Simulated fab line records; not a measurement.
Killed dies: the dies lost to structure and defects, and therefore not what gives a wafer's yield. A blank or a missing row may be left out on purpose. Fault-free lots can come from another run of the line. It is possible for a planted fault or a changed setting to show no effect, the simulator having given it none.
fab line records    flow n5_finfet
[record] lots = 7  wafers = 21  last_day = 17
route steps=1938 shown BEOL_M13@1673
lots untouched by any fault: they come from a run of this same line in which no faults occurred
start_h: the number of hours between the record's first day and the start of the first shown wafer of the lot    wait_h: hours elapsed since this lot's preceding step    " unchanged from the row above    L1.1+2: a single row standing in for several wafers    - no value, or no start was given    * or withheld: withheld    < > ~ a bound
route shown NAME@n: names a module that has steps shown in the file, with the first one's number in the route    usual: average and standard deviation across the fault-free wafers    same: alike in all rows    chamber/n: place in a boat    sites: readings site by site    _std_site: the standard deviation of these    _edge_site: the outer-site mean with the inner-site mean subtracted    radius_mm: for every site, how far away it sits from the centre of the wafer    mask NAME#n: copy n    behind: the tool/chamber that last shaped the wafer    hold: the reason the lot was held/the length of the hold in hours/how it ended    device: the transistor (n, p or np) that didn't switch    end of line: tests run on the same wafers once the route is complete    a step with no rows: only its recipe    killed: dies lost to structure and defects at the first sort, not the wafer's yield    map: a wafer's dies, marking killed ones x, the rest . and places with no die _
set.NAME: setting as actually run; set.NAME@STEP: the setting as run at that earlier step    model.NAME: the simulator's own value behind a step, which no gauge read
a table for each step, a row for each wafer; lots at some steps of the route
services: the hour from which a tool's chamber was out of use, counted from the record's first day as start_h (under 0 if before that day), plus the number of hours and why
[[steps]]
[step N5_BEOL_M13_ETCH_59]
[recipe] chemistry = N2/H2  target = BARC  target_depth_a = 890  overetch_a = 267  time_s = 67.9  ion_energy_ev = 200  pressure_mtorr = 30  source_w = 840  bias_w = 150  n2_flow_sccm = 200  h2_flow_sccm = 200
[usual] drypump_motor_current_A = 5.7/0.38  oes_product_au = 0.67/0.071  rf_vpp_V = 524.4/2.8  showerhead_plenum_p_Torr = 2.56/0.099  throttle_valve_pct = 17.78/0.26
lot.wafer  tool         chamber  start_h  wait_h  drypump_motor_current_A  oes_product_au  rf_hours_counter_h  rf_vpp_V  showerhead_plenum_p_Torr  throttle_valve_pct
L267.1     rie_diel-01  0        255.28   0.0     5.2                      0.61            197                 526.9     2.64                      18.09
L267.2     "            2        "        "       6.1                      0.59            242                 519.6     2.40                      17.97
L267.5     "            3        "        "       6.2                      0.73            -                   521.7     2.47                      17.58
L270.1     rie_diel-03  3        258.71   0.0     5.9                      0.82            3                   526.3     2.63                      18.23
L270.3     "            1        "        "       6.0                      0.67            106                 527.4     2.67                      17.44
L270.6     "            3        "        "       5.9                      0.82            -                   527.1     2.63                      18.23
L275.3     rie_diel-01  3        288.47   0.0     6.2                      0.73            -                   522.3     2.47                      17.58
L275.4     "            0        "        "       5.2                      0.60            -                   526.5     2.63                      18.09
L275.6     "            3        "        "       6.2                      0.73            -                   521.1     2.47                      17.60
L277.1     rie_diel-01  0        296.74   0.0     5.2                      0.60            213                 526.1     2.63                      18.10
L277.3     "            3        "        "       6.2                      0.72            82                  522.1     2.46                      17.61
L277.5     "            0        "        "       5.2                      0.60            -                   525.9     2.63                      18.10
L276.2     rie_diel-03  3        324.81   0.0     5.9                      0.77            22                  525.3     2.63                      18.27
L276.3     "            0        "        "       5.2                      0.67            104                 528.4     2.68                      17.64
L276.4     "            2        "        "       5.2                      0.61            207                 518.6     2.43                      17.64
L283.2     rie_diel-06  3        340.27   0.0     5.3                      0.67            117                 526.4     2.65                      17.89
L283.5     "            0        "        "       5.8                      0.72            -                   521.6     2.45                      17.77
L283.6     "            1        "        "       5.9                      0.69            -                   524.9     2.56                      17.41
L287.1     rie_diel-01  2        365.32   0.0     6.1                      0.78            15                  526.7     2.70                      17.64
L287.3     "            0        "        "       5.2                      0.59            234                 525.7     2.62                      18.14
L287.6     "            1        "        "       5.8                      0.58            -                   523.9     2.50                      17.75
[step N5_BEOL_M13_VIA_ETCH_16]
[recipe] chemistry = C4F8/O2/Ar  target = SiOC  pressure_mtorr = 30  source_w = 3000  bias_w = 700  Ar_flow_sccm = 400  C4F8_flow_sccm = 15  O2_flow_sccm = 8  he_inner_torr = 15  he_outer_torr = 30  target_depth_a = 9217  time_s = withheld  ion_energy_ev = 250  ends = cleared
[usual] C4F8_flow_sccm = 15.00/0.046  O2_flow_sccm = 8.000/0.024  drypump_motor_current_A = 5.7/0.39  he_inner_torr = 15.001/0.029  oes_product_au = 0.71/0.079  rf_vpp_V = 666/3.4  showerhead_plenum_p_Torr = 3.43/0.13  throttle_valve_pct = 24.03/0.24
lot.wafer  tool         chamber  start_h  wait_h  C4F8_flow_sccm  O2_flow_sccm  drypump_motor_current_A  he_inner_torr  oes_product_au  rf_vpp_V  showerhead_plenum_p_Torr  throttle_valve_pct
L267.1     rie_diel-01  0        255.33   0.0     14.97           7.951         5.2                      15.003         0.64            667       3.50                      24.14
L267.2     "            2        "        "       15.00           7.986         6.2                      14.981         0.62            661       3.21                      24.12
L267.5     "            3        "        "       15.00           7.989         6.3                      14.953         0.77            665       3.33                      23.95
L270.1     rie_diel-03  3        258.76   0.0     15.01           7.983         5.9                      14.965         0.87            667       3.50                      24.34
L270.3     "            1        "        "       14.99           7.991         6.0                      14.999         0.70            670       3.56                      23.64
L270.6     "            3        "        "       14.97           8.013         5.9                      15.008         0.87            668       3.50                      24.34
L275.3     rie_diel-01  3        288.63   0.1     15.01           7.984         6.3                      15.004         0.76            662       3.33                      23.97
L275.4     "            0        "        "       15.04           7.996         5.2                      14.951         0.63            668       3.49                      24.14
L275.6     "            3        "        "       14.99           8.004         6.2                      15.002         0.76            663       3.33                      23.97
L277.1     rie_diel-01  0        296.79   0.0     15.07           8.009         5.2                      14.947         0.63            668       3.49                      24.16
L277.3     "            3        "        "       14.99           8.022         6.2                      15.013         0.77            663       3.33                      23.98
L277.5     "            0        "        "       15.03           7.966         5.2                      14.974         0.62            669       3.49                      24.15
L276.2     rie_diel-03  3        324.86   0.0     15.06           7.982         5.9                      15.056         0.81            667       3.49                      24.36
L276.3     "            0        "        "       14.97           7.996         5.3                      14.996         0.72            669       3.61                      24.01
L276.4     "            2        "        "       15.05           7.995         5.2                      14.994         0.65            661       3.23                      23.67
L283.2     rie_diel-06  3        340.32   0.0     15.04           7.980         5.3                      15.020         0.70            668       3.57                      24.30
L283.5     "            0        "        "       14.98           8.003         5.8                      15.014         0.76            663       3.28                      24.08
L283.6     "            1        "        "       14.97           8.035         5.9                      14.983         0.73            667       3.43                      23.66
L287.1     rie_diel-01  2        365.37   0.0     15.06           8.014         6.1                      15.025         0.84            670       3.59                      23.85
L287.3     "            0        "        "       15.00           8.012         5.2                      14.995         0.61            669       3.48                      24.20
L287.6     "            1        "        "       15.01           7.993         5.9                      15.035         0.62            665       3.38                      24.12
[step N5_BEOL_M13_STRIP_63]
[recipe] chemistry = N2/H2  power_w = 1000  temp_c = 250  h2_frac = 0.65  overash_fraction = 0.3  pressure_mtorr = 1000  n2_flow_sccm = 1750  h2_flow_sccm = 3250
[usual] drypump_motor_current_A = 5.71/0.28  heater_power_w = 349/30  oes_product_au = 0.674/0.0053  strip_time_to_endpoint_s = 27.7/1.1
[same] overash_fraction = 0.3
lot.wafer  tool             chamber  start_h  wait_h  drypump_motor_current_A  heater_power_w  oes_product_au  rf_hours_counter_h  strip_time_to_endpoint_s
L267.1     plasma_asher-02  0        255.57   -       5.84                     318             0.673           74                  29.4
L267.2     "                1        "        "       5.96                     313             0.672           74                  28.1
L267.5     "                1        "        "       5.96                     315             0.674           -                   27.9
L270.1     plasma_asher-01  1        259.00   -       5.25                     385             0.671           123                 27.6
L270.3     "                1        "        "       5.26                     377             0.669           -                   28.2
L270.6     "                0        "        "       5.90                     364             0.680           -                   26.6
L275.3     plasma_asher-01  1        288.89   -       5.24                     385             0.677           -                   28.6
L275.4     "                0        "        "       5.90                     362             0.677           -                   27.4
L275.6     "                0        "        "       5.91                     365             0.681           -                   27.3
L277.1     plasma_asher-02  1        297.03   -       5.92                     319             0.678           81                  28.3
L277.3     "                0        "        "       5.79                     318             0.676           -                   28.2
L277.5     "                1        "        "       5.91                     311             0.675           -                   27.1
L276.2     plasma_asher-01  0        325.10   -       5.89                     367             0.673           137                 27.3
L276.3     "                0        "        "       5.90                     365             0.667           -                   26.9
L276.4     "                1        "        "       5.31                     391             0.674           -                   25.6
L283.2     plasma_asher-02  0        340.56   -       5.80                     319             0.674           89                  27.6
L283.5     "                1        "        "       5.94                     315             0.671           -                   26.2
L283.6     "                0        "        "       5.82                     321             0.665           -                   26.4
L287.1     plasma_asher-01  0        365.92   -       5.90                     361             0.681           147                 25.6
L287.3     "                1        "        "       5.28                     388             0.679           -                   28.9
L287.6     "                1        "        "       5.23                     395             0.669           -                   25.8
[step N5_BEOL_M13_STRIP_64]
[recipe] chemistry = N2/H2  power_w = 1000  temp_c = 250  h2_frac = 0.65  overash_fraction = 0.3  pressure_mtorr = withheld  n2_flow_sccm = 1750  h2_flow_sccm = 3250
[usual] drypump_motor_current_A = 5.71/0.28  heater_power_w = 350/30  oes_product_au = 0.715/0.0043  strip_time_to_endpoint_s = 31.31/0.079
[same] overash_fraction = 0.3
lot.wafer  tool             chamber  start_h  wait_h  drypump_motor_current_A  heater_power_w  oes_product_au  rf_hours_counter_h  strip_time_to_endpoint_s
L267.1     plasma_asher-02  0        255.63   0.0     5.82                     332             0.718           74                  31.36
L267.2     "                1        "        "       5.90                     316             0.713           74                  31.34
L267.5     "                1        "        "       5.91                     311             0.714           -                   31.37
L270.1     plasma_asher-01  1        259.06   0.0     5.26                     389             0.722           123                 31.34
L270.3     "                1        "        "       5.24                     386             0.713           -                   31.38
L270.6     "                0        "        "       5.92                     367             0.716           -                   31.34
L275.3     plasma_asher-01  1        288.95   0.0     5.28                     381             0.715           -                   31.23
L275.4     "                0        "        "       5.90                     375             0.716           -                   31.25
L275.6     "                0        "        "       5.90                     362             0.716           -                   31.16
L277.1     plasma_asher-02  1        297.09   0.0     5.91                     305             0.721           81                  31.33
L277.3     "                0        "        "       5.80                     323             0.724           -                   31.45
L277.5     "                1        "        "       5.89                     320             0.715           -                   31.37
L276.2     plasma_asher-01  0        325.16   0.0     5.91                     353             0.715           137                 31.38
L276.3     "                0        "        "       5.90                     364             0.726           -                   31.35
L276.4     "                1        "        "       5.28                     387             0.712           -                   31.34
L283.2     plasma_asher-02  0        340.62   0.0     5.82                     322             0.721           89                  31.33
L283.5     "                1        "        "       5.89                     318             0.709           -                   31.33
L283.6     "                0        "        "       5.81                     328             0.715           -                   31.40
L287.1     plasma_asher-01  0        365.98   0.0     5.91                     361             0.715           147                 31.19
L287.3     "                1        "        "       5.25                     389             0.719           -                   31.19
L287.6     "                1        "        "       5.24                     384             0.712           -                   31.15
[step N5_BEOL_M13_STRIP_71]
[recipe] chemistry = post_etch_residue_remover  time_s = 60  temp_c = 25  remover_ph = withheld  remover_water_wt_pct = withheld  remover_fluoride_wt_pct = withheld
[step N5_BEOL_M13_SRD_72]
[recipe] time_s = 30  temp_c = 23  rinse_liquid = diw  dry = n2_spin  spin_rpm = 1500  dry_time_s = 30
[step N5_BEOL_M13_CD_MEAS_17]
[recipe] target_cd_nm = 190  polarity = opening
[usual] cd_nm = 191.0/1.7
lot.wafer  tool       chamber  start_h  wait_h  cd_nm
L267.1     cd_sem-02  -        255.77   0.0     189.1
L267.2     "          -        "        "       192.3
L267.5     "          -        "        "       189.4
L270.1     cd_sem-02  -        259.20   0.0     192.0
L270.3     "          -        "        "       191.8
L270.6     "          -        "        "       192.0
L275.3     cd_sem-03  -        289.08   0.0     190.8
L275.4     "          -        "        "       190.1
L275.6     "          -        "        "       192.1
L277.1     cd_sem-03  -        297.24   0.0     191.9
L277.3     "          -        "        "       192.2
L277.5     "          -        "        "       190.7
L276.2     cd_sem-03  -        325.30   0.0     191.4
L276.3     "          -        "        "       189.9
L276.4     "          -        "        "       187.9
L283.2     cd_sem-02  -        340.77   0.0     190.6
L283.5     "          -        "        "       193.0
L283.6     "          -        "        "       190.5
L287.1     cd_sem-01  -        366.13   0.0     192.6
L287.3     "          -        "        "       187.7
L287.6     "          -        "        "       187.8
[step N5_BEOL_M13_COAT_65]
[recipe] resist = SOC  temp_c = 250  time_s = 60  spin_rpm = 1500  resist_thk_nm = 350
[step N5_BEOL_M13_COAT_66]
[recipe] resist = SiARC  temp_c = 220  time_s = 60  spin_rpm = 1500  resist_thk_nm = 110
[step N5_BEOL_M13_COAT_22]
[recipe] spin_rpm = 2888  resist_thk_nm = 300
[step N5_BEOL_M13_EBR_24]
[recipe] solvent = PGMEA  ebr_width_mm = 1.5
[step N5_BEOL_M13_SOFTBAKE_23]
[recipe] temp_c = 130  time_s = 60
[step N5_BEOL_M13_EXPOSE_25]
[recipe] mask_id = M13  na = 0.93  source_shape = conventional  sigma_outer = 0.4  polarization = unpolarized  target_cd_nm = 210  dose_mj = 22
lot.wafer   tool            chamber  start_h  wait_h  mask   model.BEOL_M13.overlay_x_nm
L267.1+2+5  krf_scanner-02  0        255.93   -       M13#0  1
L270.1+3+6  krf_scanner-02  0        259.36   -       M13#0  2.2
L275.3+4+6  krf_scanner-02  0        289.37   -       M13#0  37.4
L277.1+3+5  krf_scanner-02  0        297.39   -       M13#0  29.6
L276.2+3+4  krf_scanner-02  0        325.59   -       M13#0  28.6
L283.2+5+6  krf_scanner-01  0        340.95   -       M13#0  0.8
L287.1+3+6  krf_scanner-01  0        366.41   -       M13#0  0.2
[step N5_BEOL_M13_PEB_26]
[recipe] peb_temp_c = 130  peb_time_s = 90
[step N5_BEOL_M13_DEVELOP_27]
[recipe] develop_time_s = 45  rinse_liquid = diw  dry = air_spin  dev_temp_c = 21
[step N5_BEOL_M13_HARDBAKE_32]
[recipe] temp_c = 130  time_s = 120
[step N5_BEOL_M13_CD_MEAS_28]
[recipe] target_cd_nm = 209.5  landing_energy_ev = 500  detector = se_inlens
[usual] cd_nm = 209.3/1.2
lot.wafer  tool       chamber  start_h  wait_h  cd_nm
L267.1     cd_sem-02  0        256.10   -       210.0
L267.2     "          0        "        "       207.7
L267.5     "          0        "        "       208.5
L270.1     cd_sem-03  0        259.53   -       209.8
L270.3     "          0        "        "       208.8
L270.6     "          0        "        "       208.4
L275.3     cd_sem-02  0        289.54   -       208.1
L275.4     "          0        "        "       207.3
L275.6     "          0        "        "       207.8
L277.1     cd_sem-02  0        297.56   -       209.5
L277.3     "          0        "        "       210.8
L277.5     "          0        "        "       209.2
L276.2     cd_sem-01  0        325.76   -       211.8
L276.3     "          0        "        "       210.9
L276.4     "          0        "        "       210.1
L283.2     cd_sem-02  0        341.12   -       209.7
L283.5     "          0        "        "       210.3
L283.6     "          0        "        "       210.9
L287.1     cd_sem-02  0        366.58   -       211.6
L287.3     "          0        "        "       209.6
L287.6     "          0        "        "       210.6
[step N5_BEOL_M13_OVL_MEAS_29]
[recipe] points_per_wafer = 44
[usual] M13_OVL = 1/4.6
[same] points_per_wafer = 44
lot.wafer  tool        chamber  start_h  wait_h  M13_OVL[nm]
L267.1     overlay-02  0        256.13   0.0     2
L267.2     "           0        "        "       -2
L267.5     "           0        "        "       4
L270.1     overlay-01  0        259.56   0.0     3
L270.3     "           0        "        "       3
L270.6     "           0        "        "       10
L275.3     overlay-01  0        289.56   0.0     39
L275.4     "           0        "        "       42
L275.6     "           0        "        "       36
L277.1     overlay-01  0        297.59   0.0     25
L277.3     "           0        "        "       34
L277.5     "           0        "        "       26
L276.2     overlay-02  0        325.79   0.0     24
L276.3     "           0        "        "       29
L276.4     "           0        "        "       28
L283.2     overlay-01  0        341.15   0.0     1
L283.5     "           0        "        "       1
L283.6     "           0        "        "       8
L287.1     overlay-01  0        366.61   0.0     -1
L287.3     "           0        "        "       7
L287.6     "           0        "        "       3
[step N5_BEOL_M13_INSPECT_30]
[recipe] mode = adi  inspect_instrument = macro
[usual] raw_defect_count = 2/1.4
lot.wafer  tool               chamber  start_h  wait_h  raw_defect_count
L267.1     defect_inspect-02  -        256.15   0.0     2
L267.2     "                  -        "        "       1
L267.5     "                  -        "        "       2
L270.1     defect_inspect-02  -        259.58   0.0     0
L270.3     "                  -        "        "       1
L270.6     "                  -        "        "       3
L275.3     defect_inspect-02  -        289.59   0.0     4
L275.4     "                  -        "        "       3
L275.6     "                  -        "        "       4
L277.1     defect_inspect-01  -        297.62   0.0     1
L277.3     "                  -        "        "       2
L277.5     "                  -        "        "       3
L276.2     defect_inspect-02  -        325.81   0.0     1
L276.3     "                  -        "        "       2
L276.4     "                  -        "        "       3
L283.2     defect_inspect-02  -        341.17   0.0     2
L283.5     "                  -        "        "       2
L283.6     "                  -        "        "       5
L287.1     defect_inspect-01  -        366.64   0.0     4
L287.3     "                  -        "        "       1
L287.6     "                  -        "        "       3
[[services]]
tool             chamber  start_h  hours  kind
krf_scanner-01   -        245.40   1.0    pm
krf_scanner-02   0        247.14   -      calibration
krf_scanner-01   -        248.59   0.8    pm
rie_diel-06      3        248.87   4.0    repair
krf_scanner-01   -        261.91   1.4    repair
rie_diel-01      1        271.31   18.5   repair
plasma_asher-02  -        277.54   2.4    repair
rie_diel-01      2        282.41   8.8    repair
krf_scanner-02   -        284.84   0.9    repair
rie_diel-01      2        291.30   -      clean
rie_diel-01      2        291.30   -      consumable_replace:focus_ring
rie_diel-01      2        291.30   -      consumable_replace:showerhead
rie_diel-01      2        291.30   21.6   scheduled_down
rie_diel-01      2        291.30   21.6   vent_cycle
krf_scanner-01   -        318.72   4.4    pm
krf_scanner-02   -        330.99   1.6    repair
krf_scanner-01   -        333.66   1.3    pm
krf_scanner-02   -        336.99   0.2    repair
krf_scanner-02   -        340.35   0.8    pm
rie_diel-01      -        346.57   2.8    pm
krf_scanner-02   -        348.73   1.0    pm
krf_scanner-02   -        357.62   1.3    pm
rie_diel-06      -        363.32   2.8    pm
plasma_asher-02  -        364.51   28.0   repair
[[key]]
[first_sign] step = N5_BEOL_M13_OVL_MEAS_29  reading = M13_OVL  direction = up  sigmas = 6.7  usual = 1  struck = 31
effect none on later readings
[model_effect] step = N5_BEOL_M13_EXPOSE_25  value = BEOL_M13.overlay_x_nm  without = -1.333  struck = 31.87
met_at N5_BEOL_M13_EXPOSE_25
struck_wafers L275.3,L275.4,L275.6,L276.2,L276.3,L276.4,L277.1,L277.3,L277.5
onset_between 259.36 289.37
[fault] kind = scanner_matching_overlay  tool = krf_scanner-02  chamber = -  onset_h = 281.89  steps = N5_BEOL_M13_EXPOSE_25  offset = 33.202
